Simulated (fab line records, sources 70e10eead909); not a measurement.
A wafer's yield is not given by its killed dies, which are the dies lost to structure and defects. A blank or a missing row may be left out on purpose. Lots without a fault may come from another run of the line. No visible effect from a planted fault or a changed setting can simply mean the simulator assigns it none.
Problem report, 8D (eight disciplines) form, completed by code || flow nand_harc || the parts of the form that need people (team, actions taken, sign-off) are left out

1. THE PROBLEM
A mean of 677 is read at NHARC_END_SORT_01 for killed_dies, taken on 1 wafer of 1 lot, against 64 (standard deviation 17) on wafers free of any fault. Relative to the usual mean, that is a shift of +36 standard deviations.
Seen first at day 27 22:19 on prober-02, wafer L200.3. The record holds 3 wafers of 1 lot with a number at this step. The rule behind "out" and "out of limits": a value lying over 4 standard deviations away from the usual mean. All remaining wafers that have a number are taken as sound.

2. WHAT IT IS AND WHAT IT IS NOT
{"question": "which readings at this step", "is": "killed_dies, killed_at_array", "is not": "killed_at_other, killed_open, killed_short"}
{"question": "which lots", "is": "L200", "is not": "-"}
{"question": "which wafers of those lots", "is": "L200.3", "is not": "L200.1, L200.4"}
{"question": "read on which gauges", "is": "prober-02", "is not": "-"}
{"question": "when", "is": "from day 27 22:19", "is not": "up to then (1 sound wafer); but 1 sound wafer of L200 came after"}

3. WHAT RULES OUT EACH SUSPECT
Counting: if a tool at a process step up to the reading ran every lot that is out, it stays a suspect. Sound lots after the first of them don't rule it out here, since some wafers of a struck lot are sound.
- the gauge at NHARC_END_SORT_01: ruled out. All the wafers that are out were read on prober-02, but those of them that NHARC_A_STAIRCASE_ETCH_23 has rows for are out there too, on other tools.
- rie_diel-09 at NHARC_A_STAIRCASE_TRIM_14 (chemistry O2, time 211.2 s): kept. It ran the lot that is out, L200 (day 19 07:24). NHARC_A_STAIRCASE_TRIM_14: start missing for some lots; hours and lot order therefore follow NHARC_A_STAIRCASE_ETCH_23.
- rie_diel-09 at NHARC_A_STAIRCASE_TRIM_18 (chemistry O2, time 211.2 s): kept. It ran the lot that is out, L200 (day 19 07:24). NHARC_A_STAIRCASE_TRIM_18: start missing for some lots; hours and lot order therefore follow NHARC_A_STAIRCASE_ETCH_23.
- rie_diel-09 at NHARC_A_STAIRCASE_ETCH_19 (etches the open film in C4F8/O2, target depth 100 nm, time 40.5 s): kept. It ran the lot that is out, L200 (day 19 07:24). NHARC_A_STAIRCASE_ETCH_19: start missing for some lots; hours and lot order therefore follow NHARC_A_STAIRCASE_ETCH_23.
- rie_diel-09 at NHARC_A_STAIRCASE_ETCH_23 (etches the open film in C4F8/O2, target depth 100 nm, time 40.5 s): kept. It ran the lot that is out, L200 (day 19 07:24). Out on those wafers are its own readings of run_length_s.
- rie_diel-09, NHARC_A_STAIRCASE_TRIM_14: wafers that are out in chamber 2, sound lot-mates in chambers 0, 3.
- rie_diel-09, NHARC_A_STAIRCASE_TRIM_18: wafers that are out in chamber 3, sound lot-mates in chambers 1, 2.
- rie_diel-09, NHARC_A_STAIRCASE_ETCH_19: wafers that are out in chamber 1, sound lot-mates in chambers 0, 3.
- rie_diel-09, NHARC_A_STAIRCASE_ETCH_23: wafers that are out in chamber 0, sound lot-mates in chambers 1, 2.
Left after counting: rie_diel-09 at NHARC_A_STAIRCASE_TRIM_14, rie_diel-09 at NHARC_A_STAIRCASE_TRIM_18, rie_diel-09 at NHARC_A_STAIRCASE_ETCH_19, rie_diel-09 at NHARC_A_STAIRCASE_ETCH_23.

4. THE CAUSE (what the simulator had put in)
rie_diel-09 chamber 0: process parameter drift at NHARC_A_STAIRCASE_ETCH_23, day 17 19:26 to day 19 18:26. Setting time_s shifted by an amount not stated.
After counting, 4 suspects remain, this tool included.

5. THE CHAIN OF EFFECTS, in route order
One row per reading whose mean, taken over the struck wafers that have a number, lies over 3 standard deviations from the usual. Readings are gone through only where the record gives a usual standard deviation; hours: the median, over the lots, of the time from a lot's start at the first step in this table giving one to that lot's start at this step; sigmas: the change measured in usual standard deviations.
{"hours": 0, "step": "NHARC_A_STAIRCASE_ETCH_23", "reading": "run_length_s", "usual": "62.0 s", "on struck wafers": 50.4, "change": -11.6, "sigmas": -35}
{"hours": 207, "step": "NHARC_END_SORT_01", "reading": "killed_at_array", "usual": 59, "on struck wafers": 668, "change": "+609", "sigmas": "+36"}
{"hours": 207, "step": "NHARC_END_SORT_01", "reading": "killed_dies", "usual": 64, "on struck wafers": 677, "change": "+613", "sigmas": "+36"}
The process steps in it:
- NHARC_A_STAIRCASE_ETCH_23: etches the open film in C4F8/O2, target depth 100 nm, time 40.5 s.

6. HOW IT WOULD HAVE BEEN CAUGHT EARLIER
243 hours passed between the start of the fault at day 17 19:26 and the first reading out of limits at a measuring or inspecting step in this record, taken at day 27 22:19.
The tool's own readings at NHARC_A_STAIRCASE_ETCH_23 were out on every struck wafer that the step has a row for (run_length_s): an alarm limit on them would have fired on the first of those.
By day 27 22:19 the whole set of lots that are out, 1 in number, had already begun NHARC_A_STAIRCASE_ETCH_23 on rie_diel-09. Tool hold at that time: it would have spared none of them.
